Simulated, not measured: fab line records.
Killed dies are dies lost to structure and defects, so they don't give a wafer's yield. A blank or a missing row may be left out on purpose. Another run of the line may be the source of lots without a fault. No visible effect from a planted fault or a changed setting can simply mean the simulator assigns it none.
Matching of chambers | flow n5_finfet | cvd_co-01 running N5_MOL_CONTACT_COAG_CO_FILL_22: 3 sister chambers
The step material Co, precursor CCTBA/H2, target thk 20 nm. 14 wafers are shown with their chamber, then 7 later ones without.

== WAFERS PAIRED WITH THEIR CHAMBERS ==
wafer  | chamber | heater_power_w (W)
L159.1 | 0       | 225
L159.2 | 1       | 290
L159.5 | 1       | 295
L163.2 | 0       | 230
L163.4 | 2       | 245
L163.6 | 0       | 228
L164.1 | 0       | 231
L164.2 | 2       | 251
L164.4 | 2       | 252
L167.1 | 2       | 253
L167.3 | 0       | 222
L167.4 | 2       | 241
L175.2 | 1       | 279
L175.3 | 0       | 228

SIGNATURES (means of the wafers above)
reading        | chamber 0 | chamber 1 | chamber 2 | scatter within a chamber
heater_power_w | 227.33    | 288.00    | 248.40    | 5.19
Rule: a wafer's distance from a chamber is the root of the sum, over the readings, of the square of ((its reading less the chamber's mean) divided by the reading's scatter). If the next closest chamber is less than 2 further off than the closest, the wafer can't be placed; otherwise it belongs to the closest. The scatter is the square root of a quotient: the sum, over the shown wafers, of each reading's squared deviation from its chamber's mean, divided by wafers minus chambers.

== WAFERS WHOSE CHAMBER IS MISSING ==
wafer  | heater_power_w (W)
L175.6 | 228
L177.3 | 245
L177.5 | 226
L177.6 | 280
L178.1 | 268
L178.2 | 253
L178.6 | 273

== THE CHAMBER EACH PASSED THROUGH ==
wafer  | from the rows above     | in truth
L175.6 | 0                       | 0
L177.3 | 2                       | 2
L177.5 | 0                       | 0
L177.6 | 1                       | 1
L178.1 | can't be placed: 2 or 1 | 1
L178.2 | 2                       | 2
L178.6 | can't be placed: 1 or 2 | 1
5 of 7 placed correctly. From these rows, 2 cannot be placed; in 2 the true chamber is one of the candidates. Wrongly placed: 0.
